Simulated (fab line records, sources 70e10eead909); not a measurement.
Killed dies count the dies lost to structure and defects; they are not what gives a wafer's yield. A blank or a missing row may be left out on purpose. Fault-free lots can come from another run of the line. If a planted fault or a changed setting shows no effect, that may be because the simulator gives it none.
Chamber matching :: flow nand harc :: NHARC_A_STAIRCASE_DEP_156 on pecvd-01: 3 sister chambers
The step deposits SiNx, target thk 50 nm. 6 wafers are shown with their chamber, then 7 later ones without.

WAFERS PAIRED WITH THEIR CHAMBERS
wafer: L084.5
chamber: 0
showerhead vpp V (V): 1222
heater power w (W): 751

wafer: L087.5
chamber: 1
showerhead vpp V (V): 1329
heater power w (W): 666

wafer: L091.5
chamber: 1
showerhead vpp V (V): 1344
heater power w (W): 704

wafer: L091.6
chamber: 2
showerhead vpp V (V): 1153
heater power w (W): 529

wafer: L092.1
chamber: 0
showerhead vpp V (V): 1223
heater power w (W): 637

wafer: L092.4
chamber: 2
showerhead vpp V (V): 1162
heater power w (W): 630

WAFERS WITH NO CHAMBER GIVEN
wafer: L092.6
showerhead vpp V (V): 1340
heater power w (W): 670

wafer: L094.1
showerhead vpp V (V): 1196
heater power w (W): 722

wafer: L094.3
showerhead vpp V (V): 1168
heater power w (W): 513

wafer: L094.5
showerhead vpp V (V): 1191
heater power w (W): 734

wafer: L095.3
showerhead vpp V (V): 1359
heater power w (W): 626

wafer: L095.5
showerhead vpp V (V): 1166
heater power w (W): 650

wafer: L095.6
showerhead vpp V (V): 1340
heater power w (W): 636

CHAMBER TAKEN BY EACH
wafer: L092.6
from the rows above: 1
in truth: 1

wafer: L094.1
from the rows above: 0
in truth: 0

wafer: L094.3
from the rows above: 2
in truth: 2

wafer: L094.5
from the rows above: can't be placed: 0 or 2
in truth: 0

wafer: L095.3
from the rows above: 1
in truth: 1

wafer: L095.5
from the rows above: 2
in truth: 2

wafer: L095.6
from the rows above: 1
in truth: 1
Correct placement for 6 of the 7. Not placeable from these rows: 1 (in 1, the candidates include the true chamber). Placed wrongly: 0.
How it was worked out, from the rows above alone: a wafer's distance from a chamber is the root of the sum, over the readings, of the square of ((its reading less the chamber's mean) divided by the reading's scatter). The wafer belongs to the nearest chamber; if the next one is less than 2 further off, it can't be placed. A chamber's mean is the mean of its shown wafers. The scatter: take each reading less its chamber's mean, square it, sum over the shown wafers, divide by the number of wafers less the number of chambers, and take the root.
